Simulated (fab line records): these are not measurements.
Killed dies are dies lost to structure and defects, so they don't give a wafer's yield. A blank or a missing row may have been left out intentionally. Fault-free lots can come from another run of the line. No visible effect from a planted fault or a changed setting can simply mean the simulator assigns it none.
One fault through the eyes of 2 desks + flow nand_harc + each desk has only its own numbers; what lay behind them comes last

DESK OF THE TOOL OWNER: ald_sin-04
The tool's own readings at NHARC_P_GATE_ALD_36 (deposits SiNx, target thk 20 nm, pulse time 60 s, ald cycles 223): means of the sampled wafers that have a number, for each lot that ran on this tool. The brackets show how far a lot's mean lies from the usual mean; more than 4 standard deviations puts the lot out of limits, marked OUT.
Columns: A = heater_power_w at NHARC_P_GATE_ALD_36, usual 808 W; B = precursor_pulse_height_rel at NHARC_P_GATE_ALD_36, usual 0.996; C = susceptor_temp_C at NHARC_P_GATE_ALD_36, usual 400.03 C
| lot  | first seen here | A   | B     | C      |
|------|-----------------|-----|-------|--------|
| L867 | day 4 19:36     | 805 | 0.987 | 400.13 |
| L868 | day 5 04:02     | 826 | 0.996 | 399.79 |
| L871 | day 5 16:03     | 815 | 0.988 | 399.93 |
| L875 | day 7 13:12     | 823 | 0.968 | -      |
| L888 | day 10 01:52    | 802 | 0.993 | 400.02 |
Finding of this desk: none of the 5 lots has anything out of limits.

THE METROLOGY DESK
What the gauges read for every lot (on any tool): the sampled wafers with a number, averaged. The brackets show how far a lot's mean lies from the usual mean; more than 4 standard deviations puts the lot out of limits, marked OUT.
Columns: A = overlay_x_nm at NHARC_P_GATE_OVL_MEAS_27, usual 0.0 nm; B = overlay_y_nm at NHARC_P_GATE_OVL_MEAS_27, usual 0.2 nm; C = cd_nm at NHARC_P_GATE_CD_MEAS_46, usual 719.8 nm
| lot  | first seen here | A    | B    | C     |
|------|-----------------|------|------|-------|
| L867 | day 4 16:02     | 0.4  | -0.5 | 719.4 |
| L869 | day 5 01:16     | -0.6 | -0.4 | 721.1 |
| L868 | day 5 01:25     | 0.9  | 1.3  | 719.1 |
| L870 | day 5 12:38     | 0.0  | 0.2  | 721.8 |
| L871 | day 5 13:08     | 0.9  | 0.2  | 719.6 |
| L875 | day 7 06:39     | 0.0  | 1.5  | 719.2 |
| L880 | day 8 06:22     | -0.2 | -0.8 | 721.2 |
| L885 | day 9 04:28     | -0.9 | 0.1  | 721.0 |
| L886 | day 9 08:54     | 0.9  | 0.5  | 719.9 |
| L887 | day 9 18:38     | -0.1 | 0.3  | 718.7 |
| L889 | day 10 00:21    | -0.8 | 2.0  | 718.8 |
| L888 | day 10 00:31    | -0.3 | 0.6  | 717.9 |
| L890 | day 10 06:13    | -0.6 | -1.2 | 719.5 |
Finding of this desk: none of the 13 lots has anything out of limits.

TAKEN TOGETHER
The desk of the tool owner found nothing out of limits.
From the metrology desk's view, nothing was out of limits.

WHAT HAD BEEN PUT IN BY THE SIMULATOR
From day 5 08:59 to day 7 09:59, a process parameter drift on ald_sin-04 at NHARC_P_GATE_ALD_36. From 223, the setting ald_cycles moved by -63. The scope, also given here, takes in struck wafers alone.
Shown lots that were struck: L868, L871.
